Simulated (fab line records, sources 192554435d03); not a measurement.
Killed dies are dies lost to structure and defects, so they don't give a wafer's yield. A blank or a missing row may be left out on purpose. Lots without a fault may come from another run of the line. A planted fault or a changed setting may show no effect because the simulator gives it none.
Which tool did it? | flow n5_finfet | 9 lots, 27 wafers sampled, at 5 steps of a route of 1938

WHAT THE GAUGES READ, wafer by wafer
N5_BEOL_M3_CD_MEAS_28: target cd 25.7 nm, target cd y 23.3 nm. Usual: cd_nm 25.69 nm, standard deviation 0.28.
lot  | measured     | on        | cd_nm (nm)        | flag
L387 | day 7 07:58  | cd_sem-03 | 25.92 25.49 25.59 |
L389 | day 8 12:14  | cd_sem-03 | 25.85 25.68 25.98 |
L392 | day 9 00:05  | cd_sem-02 | 25.51 25.51 25.91 |
L393 | day 9 04:40  | cd_sem-03 | 25.54 25.93 25.39 |
L396 | day 9 21:32  | cd_sem-02 | 25.90 25.92 26.14 |
L401 | day 10 18:20 | cd_sem-01 | 25.18 25.17 25.56 |
L404 | day 12 02:10 | cd_sem-02 | 25.33 25.84 25.55 |
L406 | day 12 05:40 | cd_sem-02 | 25.41 26.00 25.68 |
L408 | day 12 20:27 | cd_sem-02 | 25.59 25.73 24.98 |

N5_BEOL_M4_RC_MEAS_101. Usual: DIBL_N 36.0 mV/V, standard deviation 1.8; DIBL_P 36.3 mV/V, standard deviation 2.4; IOFF_N 0.16 nA/um, standard deviation 0.035; IOFF_P 0.21 nA/um, standard deviation 0.036; ION_N 673 uA/um, standard deviation 13; ION_P 461 uA/um, standard deviation 7.2; SS_N 71.4 mV/dec, standard deviation 0.6; SS_P 73.2 mV/dec, standard deviation 0.7; VT_N 250 mV, standard deviation 4; VT_P -250.9 mV, standard deviation 2.9.
lot  | measured     | on        | DIBL_N (mV/V)  | DIBL_P (mV/V)  | IOFF_N (nA/um) | IOFF_P (nA/um) | ION_N (uA/um) | ION_P (uA/um) | SS_N (mV/dec)  | SS_P (mV/dec)  | VT_N (mV)   | VT_P (mV)            | flag
L387 | day 8 20:15  | prober-02 | 36.7 34.7 39.2 | 38.2 33.9 41.4 | 0.19 0.14 0.25 | 0.25 0.17 0.32 | 675 666 693   | 465 457 473   | 72.5 72.2 72.8 | 73.7 72.5 74.6 | 248 250 242 | -248.4 -252.9 -245.7 |
L389 | day 9 03:07  | prober-02 | 34.3 34.0 32.7 | 33.5 32.9 30.7 | 0.16 0.14 0.12 | 0.21 0.19 0.16 | 678 670 653   | 463 459 461   | 70.8 71.3 71.3 | 73.2 72.7 72.2 | 246 250 252 | -247.1 -249.6 -251.3 |
L392 | day 9 23:12  | prober-01 | 35.3 35.7 32.9 | 37.0 36.7 34.1 | 0.15 0.15 0.11 | 0.20 0.20 0.16 | 675 666 668   | 464 459 465   | 71.0 71.3 71.0 | 73.5 73.3 72.7 | 249 253 255 | -252.4 -251.4 -253.0 |
L393 | day 10 07:46 | prober-02 | 36.7 36.1 37.2 | 37.7 36.2 37.3 | 0.18 0.16 0.17 | 0.24 0.20 0.22 | 675 673 670   | 466 461 464   | 71.9 71.7 72.3 | 74.2 74.1 74.1 | 250 252 252 | -244.6 -250.6 -246.3 |
L396 | day 11 04:19 | prober-02 | 36.3 34.5 36.6 | 37.7 34.6 37.1 | 0.18 0.15 0.19 | 0.22 0.18 0.21 | 682 671 683   | 457 456 464   | 71.2 70.8 71.7 | 74.1 72.5 73.6 | 248 248 244 | -251.5 -252.5 -253.3 |
L401 | day 12 00:50 | prober-02 | 37.1 34.1 35.4 | 38.8 35.2 36.9 | 0.18 0.12 0.13 | 0.21 0.16 0.17 | 677 658 653   | 459 452 448   | 71.9 70.2 71.9 | 73.7 72.8 72.6 | 249 256 256 | -252.9 -257.1 -255.8 |
L404 | day 12 22:46 | prober-01 | 37.1 35.1 37.7 | 38.5 35.2 38.7 | 0.16 0.12 0.17 | 0.23 0.20 0.24 | 678 664 680   | 465 463 470   | 71.7 71.3 71.9 | 73.3 72.1 73.4 | 251 257 250 | -248.7 -251.2 -249.4 |
L406 | day 12 22:59 | prober-02 | 36.0 33.0 37.4 | 35.9 32.7 36.6 | 0.15 0.11 0.16 | 0.20 0.16 0.21 | 675 668 667   | 461 459 457   | 71.1 70.9 71.4 | 74.0 73.1 73.7 | 252 253 253 | -250.9 -252.0 -251.4 |
L408 | day 14 07:43 | prober-02 | 37.5 37.7 36.6 | 39.3 39.7 38.0 | 0.18 0.18 0.16 | 0.24 0.25 0.23 | 691 680 685   | 475 471 474   | 71.0 72.0 71.1 | 73.8 74.1 73.4 | 246 247 246 | -246.5 -247.2 -248.1 |

WHICH TOOL RAN EACH LOT (tool, then ch and the chambers of the sampled wafers, then the start)
lot  | N5_BEOL_M3_ETCH_63                 | N5_BEOL_M3_ALD_98                 | N5_BEOL_M3_TRENCH_ETCH_37
L387 | rie_diel-03 ch 0,2, day 7 07:16    | ald_sin-03 ch 2,3, day 7 08:17    | rie_diel-02 ch 1,3, day 8 20:15 or earlier
L389 | rie_diel-03 ch 0,1, day 8 11:27    | ald_sin-03 ch 0,1,3, day 8 12:40  | rie_diel-03 ch 0,2,3, day 9 03:07 or earlier
L392 | rie_diel-02 ch 2,3, day 8 23:23    | ald_sin-03 ch 1,3, day 9 00:20    | rie_diel-02 ch 2,3, day 9 23:12 or earlier
L393 | rie_diel-03 ch 0,2,3, day 9 03:58  | ald_sin-03 ch 1,2,3, day 9 04:58  | rie_diel-03 ch 1,2, day 10 07:46 or earlier
L396 | rie_diel-03 ch 0,1,2, day 9 20:41  | ald_sin-02 ch 1,2,3, day 9 22:12  | rie_diel-03 ch 0,2, day 11 04:19 or earlier
L401 | rie_diel-03 ch 2,3, day 10 17:30   | ald_sin-04 ch 0,1, day 10 18:54   | rie_diel-04 ch 0,2,3, day 12 00:50 or earlier
L404 | rie_diel-04 ch 0,2,3, day 12 01:20 | ald_sin-04 ch 0,2,3, day 12 02:36 | rie_diel-02 ch 1,2, day 12 22:46 or earlier
L406 | rie_diel-04 ch 1,2, day 12 04:58   | ald_sin-02 ch 0,1,2, day 12 06:07 | rie_diel-04 ch 0,3, day 12 22:59 or earlier
L408 | rie_diel-02 ch 0,3, day 12 19:37   | ald_sin-02 ch 0,1, day 12 20:50   | rie_diel-02 ch 0,1, day 14 07:43 or earlier
- N5_BEOL_M3_ETCH_63: etches SiARC in CF4, target depth 15.6 nm, time 26 s.
- N5_BEOL_M3_ALD_98: deposits SiO2, target thk 2.5 nm, pulse time 1 s, co reactant pulse time 1 s.
- N5_BEOL_M3_TRENCH_ETCH_37: etches SiOC in C4F6/O2, target depth 55.555 nm, time 29.2 s.

WHAT THE TOOLS THEMSELVES READ (means of the sampled wafers that have a number; where no wafer has one, the mark that the record gives instead)
N5_BEOL_M3_ETCH_63. Usual: drypump_motor_current_A 5.7 A, standard deviation 0.4; etch_rf_on_time_s 26.1 s, standard deviation 0.54; oes_product_au 0.66 a.u., standard deviation 0.071; rf_vpp_V 183.9 V, standard deviation 1.3; showerhead_plenum_p_Torr 2.13 Torr, standard deviation 0.069; throttle_valve_pct 15.64 %, standard deviation 0.23.
lot  | tool        | drypump_motor_current_A (A) | etch_rf_on_time_s (s) | oes_product_au (a.u.) | rf_vpp_V (V) | showerhead_plenum_p_Torr (Torr) | throttle_valve_pct (%) | flag
L387 | rie_diel-03 | 6.0                         | 26.2                  | 0.68                  | 182.7        | 2.07                            | 15.57                  |
L389 | rie_diel-03 | 5.8                         | 26.6                  | 0.70                  | 183.5        | 2.10                            | 15.37                  |
L392 | rie_diel-02 | 5.2                         | 25.2                  | 0.64                  | 182.7        | 2.08                            | 15.95                  |
L393 | rie_diel-03 | 5.8                         | 26.0                  | 0.66                  | 184.6        | 2.12                            | 15.60                  |
L396 | rie_diel-03 | 5.9                         | 26.4                  | 0.66                  | 183.4        | 2.09                            | 15.51                  |
L401 | rie_diel-03 | 5.8                         | 26.3                  | 0.62                  | 183.8        | 2.10                            | 15.73                  |
L404 | rie_diel-04 | 5.9                         | 26.5                  | 0.63                  | 184.2        | 2.14                            | 15.73                  |
L406 | rie_diel-04 | 5.6                         | 26.5                  | 0.67                  | 183.8        | 2.15                            | 15.55                  |
L408 | rie_diel-02 | 5.4                         | 25.8                  | 0.72                  | 183.8        | 2.12                            | 15.55                  |

N5_BEOL_M3_ALD_98. Usual: heater_power_w 78 W, standard deviation 6; precursor_pulse_height_rel 1.000, standard deviation 0.018.
lot  | tool       | heater_power_w (W) | precursor_pulse_height_rel | flag
L387 | ald_sin-03 | 84                 | 1.002                      |
L389 | ald_sin-03 | 82                 | 1.000                      |
L392 | ald_sin-03 | 78                 | 1.003                      |
L393 | ald_sin-03 | 81                 | 0.998                      |
L396 | ald_sin-02 | 75                 | 1.005                      |
L401 | ald_sin-04 | 77                 | 1.001                      |
L404 | ald_sin-04 | 83                 | 1.008                      |
L406 | ald_sin-02 | 76                 | 1.004                      |
L408 | ald_sin-02 | 75                 | 0.995                      |

N5_BEOL_M3_TRENCH_ETCH_37. Usual: drypump_motor_current_A 5.7 A, standard deviation 0.44; oes_product_au 0.79 a.u., standard deviation 0.094; rf_vpp_V 665 V, standard deviation 9.7; showerhead_plenum_p_Torr 2.83 Torr, standard deviation 0.095; throttle_valve_pct 20.93 %, standard deviation 0.21.
lot  | tool        | drypump_motor_current_A (A) | oes_product_au (a.u.) | rf_vpp_V (V) | showerhead_plenum_p_Torr (Torr) | throttle_valve_pct (%) | flag
L387 | rie_diel-02 | 5.9                         | 0.70                  | 659          | 2.79                            | 21.05                  |
L389 | rie_diel-03 | 5.8                         | 0.77                  | 671          | 2.81                            | 20.78                  |
L392 | rie_diel-02 | 5.2                         | 0.74                  | 666          | 2.75                            | 21.14                  |
L393 | rie_diel-03 | 5.8                         | 0.76                  | 676          | 2.81                            | 20.78                  |
L396 | rie_diel-03 | 6.0                         | 0.77                  | 673          | 2.74                            | 20.82                  |
L401 | rie_diel-04 | 5.9                         | 0.75                  | 654          | 2.85                            | 21.01                  |
L404 | rie_diel-02 | 6.2                         | 0.88                  | 660          | 2.83                            | 20.89                  |
L406 | rie_diel-04 | 6.0                         | 0.77                  | 654          | 2.91                            | 21.05                  |
L408 | rie_diel-02 | 5.9                         | 0.90                  | 666          | 2.87                            | 20.67                  |

THE ANSWER, worked out from the rows above alone
Rule: a lot is off if the mean of its wafers that have a number lies more than 3 standard deviations from the usual mean. A lot without any number at a reading at which 4 lots or more have one is off too. The other lots that the step has rows for count as sound. The gauges are gone through in route order, then the tools' own readings, and for those a lot's mean is taken as printed above. The first step at which some lot is off is used, and at that step the reading that is off furthest; a lot without a number counts as furthest.
No lot is off at any reading shown: from this, nothing can be told.

WHAT THE SIMULATOR HAD PUT IN
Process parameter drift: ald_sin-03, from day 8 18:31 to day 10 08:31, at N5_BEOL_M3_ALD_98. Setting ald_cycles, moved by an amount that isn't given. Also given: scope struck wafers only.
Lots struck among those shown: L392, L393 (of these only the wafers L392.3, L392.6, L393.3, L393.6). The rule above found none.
